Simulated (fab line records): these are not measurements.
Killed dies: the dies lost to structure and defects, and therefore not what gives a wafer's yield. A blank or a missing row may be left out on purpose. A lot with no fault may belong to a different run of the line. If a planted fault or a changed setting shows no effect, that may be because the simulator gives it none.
A struck lot beside a sound one :: flow nand harc :: 39 steps out of a route of 1159
Sound: these wafers, L324.1, L324.2, L324.5. Wafers L343.2, L343.3, L343.4 were the ones struck. The cause comes at the end.
Order at every step that has rows: each side's tool, ch and its chambers, its first start. Under that, the readings that differ: sound wafers :: struck wafers :: difference of the means :: sigmas: that difference in standard deviations of wafers without a fault.
alike: a reading whose means differ by less than 2 such deviations, as well as words and numbers matching on both sides. not compared: withheld readings; readings where some wafer has no value; bounds like >300 that might hide an equal value; numbers whose values overlap and for which the record gives no deviation.
Wherever a step has rows on one side only, a row that says differs or no value, or a row with sigmas, the two part there. Numbers that have no deviation but don't overlap get no sigmas and don't part them. Lack of a reading on every wafer of one side parts them only where that side has two or more wafers.

first, 9 steps without rows for these wafers: NHARC_A_CONTACT_EXPOSE_39 (exposes mask A CC 3); NHARC_A_CONTACT_PEB_40 (peb time 65 s); NHARC_A_CONTACT_DEVELOP_41 (develop time 35 s); NHARC_A_CONTACT_DESCUM_47 (chemistry O2, time 3 s); NHARC_A_CONTACT_ETCH_48 (etches the open film in CF4, target depth 39 nm, time 65 s); NHARC_A_CONTACT_ETCH_49 (etches the open film in N2/H2, target depth 260 nm, time 475.3 s); NHARC_A_CONTACT_ETCH_50 (etches the open film in CF4/CHF3, target depth 84.7 nm, time 42.4 s); NHARC_A_CONTACT_ETCH_51 (etches the open film in O2/COS, target depth 3600 nm, time 936 s); NHARC_A_CONTACT_ETCH_111 (etches the open film in C4F8/O2/Ar, time 140 s, target depth 700 nm).
NHARC_A_CONTACT_ETCH_112: etches the open film in C4F8/O2/Ar, time 94 s, target depth 922 nm.
  sound on har cap etch-02 ch 0,1, day 16 14:46; struck on har cap etch-02 ch 0,1, day 21 08:31
  alike: chamber pressure mTorr
  not compared: rf hours counter h
then, 28 steps without rows for these wafers: NHARC_A_CONTACT_ETCH_113 (etches the open film in C4F8/O2/Ar, time 94 s, target depth 922 nm); NHARC_A_CONTACT_ETCH_114 (etches the open film in C4F8/O2/Ar, time 94 s, target depth 922 nm); NHARC_A_CONTACT_ETCH_115 (etches the open film in C4F8/O2/Ar, time 94 s, target depth 922 nm); NHARC_A_CONTACT_ETCH_116 (etches the open film in C4F8/O2/Ar, time 94 s, target depth 922 nm); NHARC_A_CONTACT_ETCH_117 (etches the open film in C4F8/O2/Ar, time 94 s, target depth 922 nm); NHARC_A_CONTACT_ETCH_118 (etches the open film in C4F8/O2/Ar, time 94 s, target depth 922 nm); NHARC_A_CONTACT_ETCH_119 (etches the open film in C4F8/O2/Ar, time 94 s, target depth 922 nm); NHARC_A_CONTACT_ETCH_120 (etches the open film in C4F8/O2/Ar, time 94 s, target depth 922 nm); NHARC_A_CONTACT_ETCH_121 (etches the open film in C4F8/O2/Ar, time 94 s, target depth 922 nm); NHARC_A_CONTACT_ETCH_122 (etches the open film in C4F8/O2/Ar, time 95 s, target depth 930 nm); NHARC_A_CONTACT_ETCH_123 (etches the open film in C4F8/O2/Ar, time 253 s, target depth 1090 nm); NHARC_A_CONTACT_ETCH_90 (etches the open film in CH3F/O2, target depth 40 nm, time 85.7 s); NHARC_A_CONTACT_ETCH_96 (etches the open film in C4F6/O2, target depth 20 nm, time 10 s); NHARC_A_CONTACT_STRIP_99 (strips in N2/H2); NHARC_A_CONTACT_STRIP_100 (strips in CF4/CHF3); NHARC_A_CONTACT_STRIP_101 (strips in O2/COS); NHARC_A_CONTACT_ETCH_102 (etches the open film in CF4/O2, target depth 70 nm, overetch 7 nm, time 38.5 s); NHARC_A_CONTACT_STRIP_55 (strips in O2); NHARC_A_CONTACT_STRIP_56 (strips in post etch residue remover, time 600 s); NHARC_A_CONTACT_DEP_57 (deposits aC, target thk 2800 nm); NHARC_A_CONTACT_DEP_58 (deposits SiON, target thk 60 nm); NHARC_A_CONTACT_DEHYDRATE_59 (time 120 s); NHARC_A_CONTACT_HMDS_60 (time 30 s); NHARC_A_CONTACT_COAT_61 (time 75 s); NHARC_A_CONTACT_COAT_62 (time 65 s); NHARC_A_CONTACT_COAT_63 (resist thk 90 nm); NHARC_A_CONTACT_SOFTBAKE_64 (time 55 s); NHARC_A_CONTACT_EBR_65.
-- break in the record here, with 3 days between the starts of the struck wafers on either side (left off in module A_CONTACT, picked up again in module END, where the first step shown is number 1159 on the route) --
NHARC_END_SORT_01:
  sound on prober-01 ch 0, day 20 05:23; struck on prober-01 ch 0, day 24 08:59
reading: killed at array
sound: 29 23 30
struck: 93 101 71
difference: +61
sigmas: +6

reading: killed at other
sound: 2 6 2
struck: 0 0 0
difference: -3
sigmas: -2

reading: killed dies
sound: 34 31 32
struck: 99 104 78
difference: +61
sigmas: +6
  alike: killed at periphery, killed open, killed short

WHERE THEY PART
Within this record, at NHARC_END_SORT_01 only.

WHY: whatever the simulator had introduced
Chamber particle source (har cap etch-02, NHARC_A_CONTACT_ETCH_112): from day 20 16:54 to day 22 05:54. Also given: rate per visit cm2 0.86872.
